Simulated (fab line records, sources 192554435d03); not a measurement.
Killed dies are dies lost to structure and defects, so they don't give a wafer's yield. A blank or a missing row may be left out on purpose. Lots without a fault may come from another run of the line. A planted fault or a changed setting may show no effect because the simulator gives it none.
fab line records | flow n5_finfet
record lots=12 wafers=33 last_day=18
route steps=1938 shown BEOL_M4@1111 BEOL_M15@1817 MIM_TOP@1838 PASSIVATION@1936
lots that met no fault: from a run of the same line without faults
start_h: hours from the record's first day to the start of the lot's first wafer shown | wait_h: hours since the lot's step before | " the same as in the row above | L1.1+2: a row that stands for several wafers | - no value, or no start given | * or withheld: withheld | < > ~ a bound
route shown NAME@n: a module of which the file shows steps, and the number in the route of the first | usual: mean/standard deviation of fault-free wafers | same: alike in all rows | chamber/n: place in a boat | sites: the reading at each site | _std_site: their standard deviation | _edge_site: outer sites' mean less inner sites' | radius_mm: how far each site lies from the wafer's centre | mask NAME#n: copy n | behind: the tool/chamber that last shaped the wafer | hold: why the lot was held/for how many hours/how that ended | device: the transistor (n, p or np) that didn't switch | end of line: the same wafers' tests at the end of the route | a step without rows: its recipe alone | killed: dies lost to structure and defects at the first sort, not the wafer's yield | map: a wafer's dies, x killed, . not, _ none there
set.NAME: the setting as run; set.NAME@STEP: as run at that earlier step | model.NAME: the simulator's own value behind a step, which no gauge read
steps of the route over a sample of lots; a table a step, a row a wafer
services: from which hour (start_h, from the record's first day; less than 0 if before it) a tool's chamber was out of use, for how many hours, and why
## steps
# step N5_BEOL_M4_RC_MEAS_101
# usual DIBL_N=35.8/2.2 DIBL_P=35.3/2.7 IOFF_N=0.16/0.043 IOFF_P=0.21/0.043 ION_N=676/15 ION_P=463/9.1 SS_N=71.4/0.77 SS_P=73.0/0.79 VT_N=250/4 VT_P=-249.8/2.8
# columns lot.wafer tool chamber start_h wait_h DIBL_N[mV/V] DIBL_P[mV/V] IOFF_N[nA/um] IOFF_P[nA/um] ION_N[uA/um] ION_P[uA/um] SS_N[mV/dec] SS_P[mV/dec] VT_N[mV] VT_P[mV]
L342.1 prober-02 0 193.49 0.0 29.6 29.3 0.08 0.13 641 453 70.4 72.0 259 -254.3
L342.2 " 0 " " 38.5 39.2 0.23 0.27 693 474 71.8 74.0 244 -245.1
L342.6 " 0 " " 38.8 39.7 0.24 0.27 691 465 72.6 74.1 245 -245.0
L343.3 prober-01 0 197.59 0.3 36.5 36.3 0.16 0.23 654 450 71.3 73.1 250 -249.0
L343.4 " 0 " " 37.2 36.8 0.18 0.22 691 467 72.1 72.9 247 -250.4
L343.5 " 0 " " 39.8 37.5 0.22 0.24 664 453 73.1 73.7 248 -246.8
L346.1 prober-01 0 212.31 0.0 35.9 37.5 0.16 0.20 672 460 71.6 73.0 249 -250.0
L346.6 " 0 " " 36.5 38.6 0.16 0.23 661 454 71.9 73.5 250 -248.3
L347.4 prober-02 0 213.85 0.5 32.4 32.2 0.11 0.17 673 463 70.6 72.5 253 -250.5
L347.6 " 0 " " 36.9 36.6 0.18 0.23 680 460 72.2 73.7 248 -249.3
L345.1 prober-02 0 216.24 0.0 37.4 36.2 0.17 0.24 681 474 71.5 73.3 251 -248.1
L345.6 " 0 " " 38.7 38.2 0.19 0.28 695 475 72.6 73.8 247 -247.4
L349.2 prober-02 0 228.23 0.2 35.8 33.7 0.16 0.19 682 468 70.4 72.5 247 -248.5
L349.3 " 0 " " 37.3 35.3 0.17 0.20 685 466 71.9 74.0 248 -251.6
L349.4 " 0 " " 34.9 34.2 0.14 0.19 674 469 71.3 73.3 250 -251.7
L348.2 prober-02 0 231.90 0.2 37.2 35.2 0.17 0.20 675 458 71.4 72.9 249 -251.0
L348.4 " 0 " " 38.9 36.9 0.19 0.22 687 469 71.9 73.0 250 -249.8
L348.5 " 0 " " 35.4 33.4 0.13 0.17 670 463 71.0 72.4 255 -253.7
L353.3 prober-01 0 262.66 0.3 40.6 39.8 0.27 0.30 704 478 72.7 75.1 240 -246.0
L353.4 " 0 " " 32.5 31.5 0.11 0.16 668 460 70.4 72.3 253 -252.3
L353.6 " 0 " " 39.4 38.9 0.24 0.28 703 475 71.9 74.9 244 -246.3
L356.1 prober-02 0 267.72 0.0 36.9 34.9 0.14 0.20 636 451 71.3 73.2 253 -249.9
L356.2 " 0 " " 36.0 35.5 0.16 0.23 680 476 71.0 73.0 247 -246.2
L356.4 " 0 " " 33.5 31.8 0.10 0.16 657 460 70.1 72.1 258 -248.2
L359.1 prober-01 0 294.15 0.0 33.9 34.6 0.12 0.18 672 462 71.1 72.8 251 -249.1
L359.2 " 0 " " 36.2 37.2 0.16 0.22 685 471 72.0 73.3 247 -249.4
L359.5 " 0 " " 34.3 35.1 0.13 0.19 685 471 70.7 72.5 251 -250.4
L361.4 prober-02 0 310.06 0.5 33.6 33.1 0.12 0.17 673 463 70.5 72.1 251 -255.0
L361.5 " 0 " " 34.4 32.8 0.14 0.16 679 453 71.0 72.0 252 -253.8
L361.6 " 0 " " 37.1 36.3 0.17 0.21 673 449 72.3 73.5 250 -249.5
L362.3 prober-01 0 314.68 0.3 35.3 33.6 0.14 0.21 667 466 71.1 72.9 249 -250.5
L362.5 " 0 " " 35.0 31.5 0.12 0.16 660 459 71.0 72.0 254 -252.2
L362.6 " 0 " " 35.3 33.0 0.14 0.18 682 466 71.3 72.1 251 -250.8
# step N5_BEOL_M15_DEGAS_41
# recipe ambient=vacuum temp_c=300 time_s=60
# usual heater_power_w=460/50
# columns lot.wafer tool chamber start_h wait_h heater_power_w
L342.1 pvd_sputter-02 - 279.57 0.4 497
L342.2 " - " " 469
L342.6 " - " " 474
L343.3 pvd_sputter-01 - 286.17 0.3 421
L343.4 " - " " 430
L343.5 " - " " 421
L346.1 pvd_sputter-02 - 303.82 0.5 440
L346.6 " - " " 541
L347.4 pvd_sputter-01 - 304.15 0.3 420
L347.6 " - " " 492
L345.1 pvd_sputter-03 - 310.83 0.2 462
L345.6 " - " " 474
L349.2 pvd_sputter-02 - 323.80 1.9 439
L349.3 " - " " 549
L349.4 " - " " 508
L348.2 pvd_sputter-02 - 324.37 0.3 447
L348.4 " - " " 477
L348.5 " - " " 451
L353.3 pvd_sputter-03 - 369.15 0.3 371
L353.4 " - " " 467
L353.6 " - " " 420
L356.1 pvd_sputter-02 - 376.07 0.4 438
L356.2 " - " " 514
L356.4 " - " " 551
L359.1 pvd_sputter-02 - 392.79 0.2 476
L359.2 " - " " 430
L359.5 " - " " 511
L361.4 pvd_sputter-03 - 412.80 0.3 477
L361.5 " - " " 468
L361.6 " - " " 410
L362.3 pvd_sputter-03 - 426.65 0.3 468
L362.5 " - " " 483
L362.6 " - " " 359
# step N5_BEOL_M15_ANNEAL_48
# recipe temp_c=225 time_s=90 ambient=N2
# usual wafer_temp_C_max=225.83/0.25
# columns lot.wafer tool chamber start_h wait_h wafer_temp_C_max
L342.1 rtp_anneal-01 0 280.17 0.2 225.36
L342.2 " 0 " " 225.49
L342.6 " 0 " " 225.45
L343.3 rtp_anneal-02 0 287.60 0.9 225.96
L343.4 " 0 " " 226.01
L343.5 " 0 " " 225.88
L346.1 rtp_anneal-01 0 304.42 0.2 225.86
L346.6 " 0 " " 225.42
L347.4 rtp_anneal-01 0 304.89 0.2 225.70
L347.6 " 0 " " 225.83
L345.1 rtp_anneal-02 0 311.93 0.7 225.90
L345.6 " 0 " " 225.91
L349.2 rtp_anneal-02 0 326.14 1.9 225.64
L349.3 " 0 " " 225.45
L349.4 " 0 " " 225.86
L348.2 rtp_anneal-02 0 327.49 2.6 225.78
L348.4 " 0 " " 226.32
L348.5 " 0 " " 225.95
L353.3 rtp_anneal-02 0 374.04 4.4 225.85
L353.4 " 0 " " 225.97
L353.6 " 0 " " 226.38
L356.1 rtp_anneal-02 0 379.92 3.4 226.02
L356.2 " 0 " " 225.63
L356.4 " 0 " " 226.53
L359.1 rtp_anneal-01 0 393.43 0.2 225.84
L359.2 " 0 " " 225.64
L359.5 " 0 " " 225.81
L361.4 rtp_anneal-01 0 413.53 0.2 225.87
L361.5 " 0 " " 225.81
L361.6 " 0 " " 225.61
L362.3 rtp_anneal-02 0 427.57 0.4 225.83
L362.5 " 0 " " 225.66
L362.6 " 0 " " 226.11
# step N5_BEOL_M15_THK_MEAS_50
# recipe thk_meas_gauge=xrf reads=Cu_of_BEOL_M15_ECD_47
# usual M15_THK=845/20
# columns lot.wafer tool chamber start_h wait_h M15_THK[nm]
L342.1 film_metro-01 - 280.76 - 842
L342.2 " - " " 845
L342.6 " - " " 856
L343.3 film_metro-02 - 288.11 - 841
L343.4 " - " " 854
L343.5 " - " " 845
L346.1 film_metro-02 - 305.01 - 824
L346.6 " - " " 837
L347.4 film_metro-01 - 305.35 - 821
L347.6 " - " " 854
L345.1 film_metro-02 - 312.53 - 863
L345.6 " - " " 853
L349.2 film_metro-02 - 326.69 - 844
L349.3 " - " " 846
L349.4 " - " " 823
L348.2 film_metro-02 - 328.04 - 843
L348.4 " - " " 845
L348.5 " - " " 816
L353.3 film_metro-02 - 374.55 - 867
L353.4 " - " " 832
L353.6 " - " " 857
L356.1 film_metro-01 - 380.51 - 826
L356.2 " - " " 836
L356.4 " - " " 878
L359.1 film_metro-01 - 394.02 - 831
L359.2 " - " " 871
L359.5 " - " " 823
L361.4 film_metro-01 - 413.99 - 805
L361.5 " - " " 807
L361.6 " - " " 852
L362.3 film_metro-01 - 428.27 - 856
L362.5 " - " " 836
L362.6 " - " " 881
# step N5_MIM_TOP_SPUTTER_03
# recipe material=TiN target_thk_a=350 temp_c=200 power_w=3000 chamber_pressure_pa=0.49996 gas=Ar reactive_partial_pa=0.37997 time_s=89.7
# usual cathode_dc_power_W=3000.0/0.58 throttle_valve_pct=30.1/0.96
# columns lot.wafer tool chamber start_h wait_h cathode_dc_power_W throttle_valve_pct
L342.1 pvd_sputter-02 - 285.37 0.0 2999.8 29.8
L342.2 " - " " 2999.9 30.4
L342.6 " - " " 3000.1 31.2
L343.3 pvd_sputter-01 - 290.27 0.0 2999.9 30.4
L343.4 " - " " 3000.2 28.2
L343.5 " - " " 3000.1 29.9
L346.1 pvd_sputter-02 - 307.12 0.0 3000.2 31.1
L346.6 " - " " 2999.4 30.1
L347.4 pvd_sputter-02 - 309.48 0.0 2999.8 28.7
L347.6 " - " " 3000.1 28.2
L345.1 pvd_sputter-02 - 314.66 0.0 2999.1 30.2
L345.6 " - " " 2998.9 29.8
L349.2 pvd_sputter-03 - 330.56 0.0 3000.4 30.5
L349.3 " - " " 3000.2 31.1
L349.4 " - " " 3000.1 30.0
L348.2 pvd_sputter-03 - 331.54 0.0 2999.7 30.2
L348.4 " - " " 2999.2 30.2
L348.5 " - " " 3000.4 30.2
L353.3 pvd_sputter-03 - 377.43 0.0 3801.1 30.7
L353.4 " - " " 3801.7 30.5
L353.6 " - " " 3802.0 30.9
L356.1 pvd_sputter-03 - 383.82 0.0 3801.4 30.2
L356.2 " - " " 3801.4 30.5
L356.4 " - " " 3801.6 30.2
L359.1 pvd_sputter-01 - 398.70 0.0 2999.1 28.1
L359.2 " - " " 3000.1 30.9
L359.5 " - " " 2999.4 30.2
L361.4 pvd_sputter-01 - 419.31 0.0 2999.4 30.7
L361.5 " - " " 3000.3 30.1
L361.6 " - " " 2998.9 31.0
L362.3 pvd_sputter-01 - 432.44 0.0 3000.3 30.0
L362.5 " - " " 2999.3 28.2
L362.6 " - " " 2999.6 30.5
# step N5_PASSIVATION_PROBE_49
# usual defect_limited_yield=91.1/1.4 killed_at_M0_to_M3=34/11 killed_at_M4_up=14/5.6 killed_at_contacts=13/5.9 killed_at_front_end=40/11 killed_at_other=4/3.1 killed_dies=105/16 killed_on_rim=14/4.2 killed_open=68/11 killed_short=34/8.4 sort_bin_5_function=5.2/0.86 sort_bin_6_memory=3.2/0.7 sort_bin_8_speed=0.1/1.1 sort_n_pass=1074/21 sort_yield_pct=91.0/1.8
# same gross_dies=1180 killed_at_back_side=0 sort_bin_4_leakage[%]=0
# columns lot.wafer tool chamber start_h wait_h defect_limited_yield[%] killed_at_M0_to_M3 killed_at_M4_up killed_at_contacts killed_at_front_end killed_at_other killed_dies killed_on_rim killed_open killed_short sort_bin_5_function[%] sort_bin_6_memory[%] sort_bin_8_speed[%] sort_n_pass sort_yield_pct[%]
L342.1 prober-02 - 295.38 0.0 90.3 35 10 23 44 2 114 11 70 44 5.2 4.2 0.3 1063 90.1
L342.2 prober-02 - 295.43 0.1 92.5 22 8 10 42 7 89 17 49 39 4.0 3.1 0.1 1091 92.5
L342.6 prober-02 - 295.63 0.3 91.5 46 10 5 38 1 100 14 64 36 5.8 2.3 0 1080 91.5
L343.3 prober-01 - 300.18 0.1 92.1 28 14 9 39 3 93 18 56 27 4.9 2.1 0 1087 92.1
L343.4 prober-01 - 300.23 0.2 93.1 31 10 11 27 2 81 13 52 29 4.4 2.3 0 1099 93.1
L343.5 prober-01 - 300.28 0.2 92.2 40 8 4 35 5 92 13 49 35 4.4 2.5 0 1088 92.2
L346.1 prober-01 - 317.45 0.0 91.4 38 10 7 40 6 101 10 67 34 5.5 2.6 0 1079 91.4
L346.6 prober-01 - 317.70 0.3 91.5 25 10 13 50 2 100 12 56 41 4.9 3.1 0 1080 91.5
L347.4 prober-02 - 320.32 0.2 90.4 57 12 10 33 1 113 17 71 34 5.1 3.8 0 1067 90.4
L347.6 prober-02 - 320.42 0.3 91.8 33 13 14 35 2 97 13 66 28 4.2 3.7 0 1083 91.8
L345.1 prober-01 - 325.12 0.0 91.2 30 9 22 42 1 104 16 77 27 4.9 3.4 0 1076 91.2
L345.6 prober-01 - 325.37 0.3 92.3 27 12 6 42 4 91 10 69 20 4.5 3.1 0 1089 92.3
L348.2 prober-02 - 344.68 0.6 92.1 37 17 7 29 3 93 9 59 34 3.6 3.8 0 1087 92.1
L348.4 prober-02 - 344.78 0.7 91.7 45 17 12 22 2 98 12 58 34 4.2 3.8 0 1082 91.7
L348.5 prober-02 - 344.83 0.7 90.9 60 16 14 16 1 107 15 66 38 5.7 3.1 0 1073 90.9
L349.2 prober-01 - 346.05 0.1 91.9 31 9 13 25 17 95 14 59 36 4.6 3.3 0 1085 91.9
L349.3 prober-01 - 346.10 0.1 89.7 27 22 14 53 6 122 17 81 39 5.7 3.9 0 1058 89.7
L349.4 prober-01 - 346.15 0.2 90.5 40 15 20 30 7 112 12 71 39 5.9 3.2 0 1068 90.5
L353.3 prober-01 - 389.35 0.1 0 32 18 18 51 1061 1180 152 81 38 5.7 4.1 0 0 0
L353.4 prober-01 - 389.40 0.2 0 38 15 12 29 1086 1180 152 69 31 5.1 3.0 0 0 0
L353.6 prober-01 - 389.50 0.3 0 34 14 6 40 1086 1180 152 57 37 5.2 2.7 0 0 0
L356.1 prober-02 - 394.15 0.0 0 18 9 20 57 1076 1180 152 58 46 4.7 3.6 0 0 0
L356.2 prober-02 - 394.20 0.1 0 34 11 20 38 1077 1180 152 77 30 5.7 2.9 0 0 0
L356.4 prober-02 - 394.30 0.2 0 24 12 6 51 1087 1180 152 68 25 4.2 3.4 0 0 0
L359.1 prober-02 - 412.78 0.0 92.2 39 16 8 28 1 92 9 58 34 4.7 2.9 0 1088 92.2
L359.2 prober-02 - 412.83 0.1 90.7 39 15 16 39 1 110 16 72 37 5.1 3.9 0 1070 90.7
L359.5 prober-02 - 412.98 0.2 90.3 48 12 17 38 0 115 13 85 29 4.4 5.2 0 1065 90.3
L361.4 prober-02 - 430.08 1.6 89.7 26 21 23 50 2 122 14 86 36 6.6 3.5 0 1058 89.7
L361.5 prober-02 - 430.13 1.6 91.8 42 19 11 23 2 97 14 73 24 5.4 2.7 0 1083 91.8
L361.6 prober-02 - 430.18 1.7 90.3 30 31 7 40 6 114 18 85 27 5.5 3.9 0 1066 90.3
L362.3 prober-01 - 442.74 0.1 90.8 22 6 22 50 9 109 17 76 26 6.1 2.5 0 1071 90.8
L362.5 prober-01 - 442.84 0.2 91.4 29 14 12 42 5 102 14 72 28 5.0 3.6 0 1078 91.4
L362.6 prober-01 - 442.89 0.3 90.0 33 8 18 50 9 118 16 80 32 5.8 3.5 0 1062 90.0
# killed by level:class
L342.1 MOL_CONTACT_COAG:geometric_particle:open=21 FIN_SAQP:geometric_particle:open=12 BEOL_M0_SAQP:geometric_particle:open=10 BEOL_M0_SAQP:geometric_particle:short=9 GATE_CUT:geometric_particle:short=8 BEOL_M2:geometric_particle:open=5 FIN_SAQP:geometric_particle:short=4 BEOL_M5:geometric_particle:open=4
L342.2 FIN_SAQP:geometric_particle:short=10 GATE_CUT:geometric_particle:short=7 MOL_CONTACT_COAG:geometric_particle:open=6 BEOL_M2:geometric_particle:open=6 FIN_SAQP:geometric_particle:open=5 FIN_CUT:geometric_particle:short=4 DUMMY_GATE:geometric_particle:open=4 MOL_CONTACT_COAG:geometric_particle:short=4
L342.6 BEOL_M0_SAQP:geometric_particle:open=19 STI_FIN_REVEAL:geometric_particle:open=14 BEOL_M0_SAQP:geometric_particle:short=10 BEOL_M2:geometric_particle:open=7 GATE_CUT:geometric_particle:short=5 BEOL_M2:geometric_particle:short=5 FIN_SAQP:geometric_particle:open=4 STARTING-WAFER:geometric_particle:open=4
L343.3 BEOL_M0_SAQP:geometric_particle:open=10 HKMG_FIN:area_etch=8 MOL_CONTACT_COAG:geometric_particle:open=7 BEOL_M2:geometric_particle:open=7 DUMMY_GATE:geometric_particle:open=6 BEOL_M0_SAQP:geometric_particle:short=5 FIN_SAQP:geometric_particle:short=4 STARTING-WAFER:geometric_particle:short=4
L343.4 BEOL_M0_SAQP:geometric_particle:short=12 MOL_CONTACT_COAG:geometric_particle:open=10 FIN_SAQP:geometric_particle:open=6 STI_FIN_REVEAL:geometric_particle:open=6 FIN_SAQP:geometric_particle:short=5 BEOL_M2:geometric_particle:open=5 BEOL_M5:geometric_particle:open=4 BEOL_M1:geometric_particle:open=4
L343.5 BEOL_M2:geometric_particle:open=14 BEOL_M0_SAQP:geometric_particle:short=10 FIN_SAQP:geometric_particle:open=8 HKMG_FIN:area_etch=8 FIN_SAQP:geometric_particle:short=6 BEOL_M2:geometric_particle:short=6 BEOL_M0_SAQP:geometric_particle:open=5 BEOL_M7:geometric_particle:open=4
L346.1 FIN_SAQP:geometric_particle:open=14 BEOL_M1:geometric_particle:open=11 BEOL_M4:geometric_particle:open=9 FIN_SAQP:geometric_particle:short=8 MOL_CONTACT_COAG:geometric_particle:open=6 BEOL_M0_SAQP:geometric_particle:short=5 BEOL_M0_SAQP:geometric_particle:open=5 BEOL_M1:geometric_particle:short=4
L346.6 FIN_SAQP:geometric_particle:short=19 FIN_SAQP:geometric_particle:open=13 MOL_CONTACT_COAG:geometric_particle:open=10 BEOL_M0:geometric_particle:open=6 BEOL_M4:geometric_particle:open=6 GATE_CUT:geometric_particle:short=4 BEOL_M0_SAQP:geometric_particle:short=4 BEOL_M0_SAQP:geometric_particle:open=4
L347.4 BEOL_M2:geometric_particle:open=20 FIN_SAQP:geometric_particle:open=8 FIN_SAQP:geometric_particle:short=7 MOL_CONTACT_COAG:geometric_particle:open=7 BEOL_M2:geometric_particle:short=7 BEOL_M4:geometric_particle:open=7 BEOL_M0_SAQP:geometric_particle:short=6 BEOL_M1:geometric_particle:open=6
L347.6 MOL_CONTACT_COAG:geometric_particle:open=13 DUMMY_GATE:geometric_particle:open=8 BEOL_M3:geometric_particle:open=7 FIN_SAQP:geometric_particle:open=6 BEOL_M2:geometric_particle:open=6 BEOL_M1:geometric_particle:open=5 BEOL_M4:geometric_particle:open=5 STI_FIN_REVEAL:geometric_particle:open=3
L345.1 MOL_CONTACT_COAG:geometric_particle:open=18 BEOL_M3:geometric_particle:open=12 FIN_SAQP:geometric_particle:open=11 STI_FIN_REVEAL:geometric_particle:open=9 BEOL_M0_SAQP:geometric_particle:short=6 FIN_SAQP:geometric_particle:short=5 BEOL_M0_SAQP:geometric_particle:open=5 DUMMY_GATE:geometric_particle:open=4
L345.6 FIN_SAQP:geometric_particle:open=13 STI_FIN_REVEAL:geometric_particle:open=12 BEOL_M2:geometric_particle:open=11 BEOL_M0_SAQP:geometric_particle:open=7 FIN_SAQP:geometric_particle:short=6 MOL_CONTACT_COAG:geometric_particle:open=6 BEOL_M0_SAQP:geometric_particle:short=6 BEOL_M7:geometric_particle:open=4
L348.2 BEOL_M0_SAQP:geometric_particle:short=11 BEOL_M2:geometric_particle:open=11 BEOL_M4:geometric_particle:open=8 MOL_CONTACT_COAG:geometric_particle:open=6 BEOL_M0_SAQP:geometric_particle:open=6 DUMMY_GATE:geometric_particle:open=5 GATE_CUT:geometric_particle:open=5 FIN_SAQP:geometric_particle:short=4
L348.4 BEOL_M0_SAQP:geometric_particle:short=15 BEOL_M0_SAQP:geometric_particle:open=15 MOL_CONTACT_COAG:geometric_particle:open=8 BEOL_M2:geometric_particle:open=7 BEOL_M4:geometric_particle:open=7 MOL_CONTACT_COAG:geometric_particle:short=4 STARTING-WAFER:geometric_particle:open=4 STARTING-WAFER:geometric_particle:short=3
L348.5 BEOL_M0_SAQP:geometric_particle:open=23 BEOL_M0_SAQP:geometric_particle:short=22 MOL_CONTACT_COAG:geometric_particle:open=11 BEOL_M2:geometric_particle:open=6 BEOL_M3:geometric_particle:open=5 BEOL_M5:geometric_particle:open=4 FIN_SAQP:geometric_particle:short=3 GATE_CUT:geometric_particle:open=3
L349.2 MOL_CONTACT_COAG:geometric_particle:open=11 BEOL_M0_SAQP:geometric_particle:short=11 BEOL_M2:geometric_particle:open=8 BEOL_M0_SAQP:geometric_particle:open=7 MIM_TOP:geometric_particle:open=7 MIM_TOP:geometric_particle:short=7 STI_FIN_REVEAL:geometric_particle:open=4 DUMMY_GATE:geometric_particle:open=4
L349.3 MOL_CONTACT_COAG:geometric_particle:open=14 FIN_SAQP:geometric_particle:open=12 FIN_SAQP:geometric_particle:short=11 BEOL_M4:geometric_particle:open=10 STI_FIN_REVEAL:geometric_particle:open=9 BEOL_M0_SAQP:geometric_particle:short=8 BEOL_M0_SAQP:geometric_particle:open=7 BEOL_M2:geometric_particle:open=7
L349.4 BEOL_M0_SAQP:geometric_particle:short=16 MOL_CONTACT_COAG:geometric_particle:open=15 BEOL_M0_SAQP:geometric_particle:open=13 FIN_SAQP:geometric_particle:open=7 FIN_SAQP:geometric_particle:short=5 BEOL_M4:geometric_particle:open=5 GATE_CUT:geometric_particle:open=4 MOL_CONTACT_COAG:geometric_particle:short=4
L353.3 MIM_TOP:area_sputter=1060 MOL_CONTACT_COAG:geometric_particle:open=15 BEOL_M1:geometric_particle:open=12 STI_FIN_REVEAL:geometric_particle:open=11 FIN_SAQP:geometric_particle:short=8 DUMMY_GATE:geometric_particle:open=8 BEOL_M0_SAQP:geometric_particle:open=5 BEOL_M4:geometric_particle:open=5
L353.4 MIM_TOP:area_sputter=1080 MOL_CONTACT_COAG:geometric_particle:open=12 BEOL_M0_SAQP:geometric_particle:short=9 DUMMY_GATE:geometric_particle:open=8 BEOL_M0_SAQP:geometric_particle:open=8 BEOL_M0:geometric_particle:open=6 BEOL_M4:geometric_particle:open=6 FIN_SAQP:geometric_particle:short=5
L353.6 MIM_TOP:area_sputter=1085 FIN_SAQP:geometric_particle:short=20 FIN_SAQP:geometric_particle:open=7 BEOL_M0_SAQP:geometric_particle:short=7 BEOL_M1:geometric_particle:open=7 BEOL_M4:geometric_particle:open=7 STI_FIN_REVEAL:geometric_particle:open=6 MOL_CONTACT_COAG:geometric_particle:open=6
L356.1 MIM_TOP:area_sputter=1076 MOL_CONTACT_COAG:geometric_particle:open=15 GATE_CUT:geometric_particle:short=14 FIN_SAQP:geometric_particle:short=11 FIN_SAQP:geometric_particle:open=9 STI_FIN_REVEAL:geometric_particle:open=9 BEOL_M0_SAQP:geometric_particle:open=6 DUMMY_GATE:geometric_particle:open=5
L356.2 MIM_TOP:area_sputter=1073 MOL_CONTACT_COAG:geometric_particle:open=18 STI_FIN_REVEAL:geometric_particle:open=11 BEOL_M3:geometric_particle:open=9 FIN_SAQP:geometric_particle:open=7 BEOL_M1:geometric_particle:open=7 FIN_SAQP:geometric_particle:short=6 BEOL_M0_SAQP:geometric_particle:short=5
L356.4 MIM_TOP:area_sputter=1086 STI_FIN_REVEAL:geometric_particle:open=12 FIN_SAQP:geometric_particle:open=11 FIN_SAQP:geometric_particle:short=6 MOL_CONTACT_COAG:geometric_particle:open=6 BEOL_M1:geometric_particle:open=6 ILD0:geometric_particle:open=5 BEOL_M3:geometric_particle:open=4
L359.1 BEOL_M0_SAQP:geometric_particle:short=11 BEOL_M2:geometric_particle:open=10 BEOL_M0_SAQP:geometric_particle:open=8 BEOL_M5:geometric_particle:open=6 DUMMY_GATE:geometric_particle:open=5 MOL_CONTACT_COAG:geometric_particle:open=5 BEOL_M3:geometric_particle:open=5 BEOL_M4:geometric_particle:open=5
L359.2 FIN_SAQP:geometric_particle:short=16 MOL_CONTACT_COAG:geometric_particle:open=10 BEOL_M2:geometric_particle:open=10 BEOL_M0_SAQP:geometric_particle:open=8 STI_FIN_REVEAL:geometric_particle:open=6 MOL_CONTACT_COAG:geometric_particle:short=6 BEOL_M3:geometric_particle:open=6 FIN_SAQP:geometric_particle:open=5
L359.5 BEOL_M0_SAQP:geometric_particle:open=25 MOL_CONTACT_COAG:geometric_particle:open=15 FIN_SAQP:geometric_particle:open=9 DUMMY_GATE:geometric_particle:open=6 BEOL_M0_SAQP:geometric_particle:short=5 BEOL_M1:geometric_particle:open=5 BEOL_M3:geometric_particle:open=5 BEOL_M4:geometric_particle:open=5
L361.4 MOL_CONTACT_COAG:geometric_particle:open=16 FIN_SAQP:geometric_particle:open=13 STI_FIN_REVEAL:geometric_particle:open=11 BEOL_M4:geometric_particle:open=11 BEOL_M0_SAQP:geometric_particle:open=9 MOL_CONTACT_COAG:geometric_particle:short=7 GATE_CUT:geometric_particle:open=5 BEOL_M0_SAQP:geometric_particle:short=5
L361.5 BEOL_M3:geometric_particle:open=12 FIN_SAQP:geometric_particle:open=9 BEOL_M0_SAQP:geometric_particle:open=9 MOL_CONTACT_COAG:geometric_particle:open=8 BEOL_M0_SAQP:geometric_particle:short=7 BEOL_M2:geometric_particle:open=6 BEOL_M4:geometric_particle:open=6 BEOL_M1:geometric_particle:open=4
L361.6 BEOL_M4:geometric_particle:open=18 STI_FIN_REVEAL:geometric_particle:open=18 BEOL_M3:geometric_particle:open=7 MOL_CONTACT_COAG:geometric_particle:open=6 BEOL_M0_SAQP:geometric_particle:short=6 FIN_SAQP:geometric_particle:open=5 ILD0:geometric_particle:open=5 BEOL_M5:geometric_particle:open=5
L362.3 MOL_CONTACT_COAG:geometric_particle:open=18 STI_FIN_REVEAL:geometric_particle:open=13 FIN_SAQP:geometric_particle:open=8 BEOL_M2:geometric_particle:open=7 STI_FIN_REVEAL:geometric_particle:short=6 DUMMY_GATE:geometric_particle:open=6 FIN_SAQP:geometric_particle:short=5 HKMG_FIN:area_etch=5
L362.5 STI_FIN_REVEAL:geometric_particle:open=14 BEOL_M4:geometric_particle:open=11 MOL_CONTACT_COAG:geometric_particle:open=11 FIN_SAQP:geometric_particle:short=8 BEOL_M2:geometric_particle:open=8 BEOL_M0_SAQP:geometric_particle:short=6 ILD0:geometric_particle:short=4 BEOL_M1:geometric_particle:open=4
L362.6 STI_FIN_REVEAL:geometric_particle:open=14 MOL_CONTACT_COAG:geometric_particle:open=11 DUMMY_GATE:geometric_particle:open=7 MOL_CONTACT_COAG:geometric_particle:short=7 BEOL_M0_SAQP:geometric_particle:open=7 BEOL_M2:geometric_particle:open=7 BEOL_M1:geometric_particle:open=6 HKMG_FIN:area_etch=6
## services
# columns tool chamber start_h hours kind
rtp_anneal-02 - 257.23 5.3 pm
rtp_anneal-01 - 313.72 70.9 pm
pvd_sputter-02 - 395.62 10.8 repair
pvd_sputter-02 - 412.18 8.4 repair
pvd_sputter-03 - 416.51 1.7 repair
## key
first_sign step=N5_MIM_TOP_SPUTTER_03 reading=cathode_dc_power_W direction=up sigmas=99+ usual=* struck=*
effect step=N5_PASSIVATION_PROBE_49 reading=killed_at_other direction=up sigmas=99+ usual=4 struck=1079
more_kills_born_at N5_MIM_TOP_SPUTTER_03@pvd_sputter-03=6460
met_at N5_MIM_TOP_SPUTTER_03
struck_lots L353,L356
later_rows_left_out L353.3,L353.4,L353.6,L356.1,L356.2,L356.4
not_acting_at N5_BEOL_M15_DEGAS_41,N5_BEOL_M15_ANNEAL_48,N5_BEOL_M15_THK_MEAS_50
onset_between 331.54 377.43
fault kind=process_parameter_drift tool=pvd_sputter-03 chamber=- onset_h=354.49 steps=N5_MIM_TOP_SPUTTER_03 channel=power_w offset=* shape=step end_h=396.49 acts_in=* stated=*
# later_rows_left_out: the simulator's readings of these wafers behind a module that went badly wrong aren't trusted and aren't shown, but for the sort
